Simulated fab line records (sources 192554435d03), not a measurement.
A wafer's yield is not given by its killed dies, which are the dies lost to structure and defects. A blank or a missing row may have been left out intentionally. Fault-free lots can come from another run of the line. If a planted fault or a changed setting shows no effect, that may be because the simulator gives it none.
Chamber matching | flow n5_finfet | 4 sister chambers for N5_DUMMY_REMOVAL_STRIP_10 on rie_diel-04
The step strips in N2/H2, time 40 s. 7 wafers are shown with their chamber, then 8 later ones without.

== WAFERS WITH THEIR CHAMBER ==
wafer  | chamber | showerhead_plenum_p_Torr (Torr) | throttle_valve_pct (%)
L077.3 | 2       | 3.54                            | 12.2
L087.1 | 1       | 3.35                            | 12.5
L087.6 | 3       | 3.44                            | 11.9
L089.2 | 3       | 3.44                            | 11.9
L089.3 | 1       | 3.34                            | 12.6
L089.4 | 0       | 3.20                            | 12.6
L091.3 | 0       | 3.20                            | 12.6

== WAFERS WITHOUT THEIR CHAMBER ==
wafer  | showerhead_plenum_p_Torr (Torr) | throttle_valve_pct (%)
L091.5 | 3.34                            | 12.6
L091.6 | 3.20                            | 12.6
L092.3 | 3.44                            | 12.0
L092.4 | 3.44                            | 12.0
L092.6 | 3.34                            | 12.6
L095.2 | 3.34                            | 12.6
L095.3 | 3.44                            | 12.0
L095.4 | 3.34                            | 12.6

== WHICH CHAMBER EACH WENT THROUGH ==
wafer  | from the rows above | in truth
L091.5 | 1                   | 1
L091.6 | 0                   | 0
L092.3 | 3                   | 3
L092.4 | 3                   | 3
L092.6 | 1                   | 1
L095.2 | 1                   | 1
L095.3 | 3                   | 3
L095.4 | 1                   | 1
Placed correctly: 8 of 8. From these rows, 0 cannot be placed. Number placed wrongly: 0.
How it was worked out, from the rows above alone: a wafer's distance from a chamber is the root of the sum, over the readings, of the square of ((its reading less the chamber's mean) divided by the reading's scatter). The wafer belongs to the nearest chamber; if the next one is less than 2 further off, it can't be placed. For every chamber, the mean is computed from those of its wafers that are shown. The scatter is the square root of a quotient: the sum, over the shown wafers, of each reading's squared deviation from its chamber's mean, divided by wafers minus chambers.
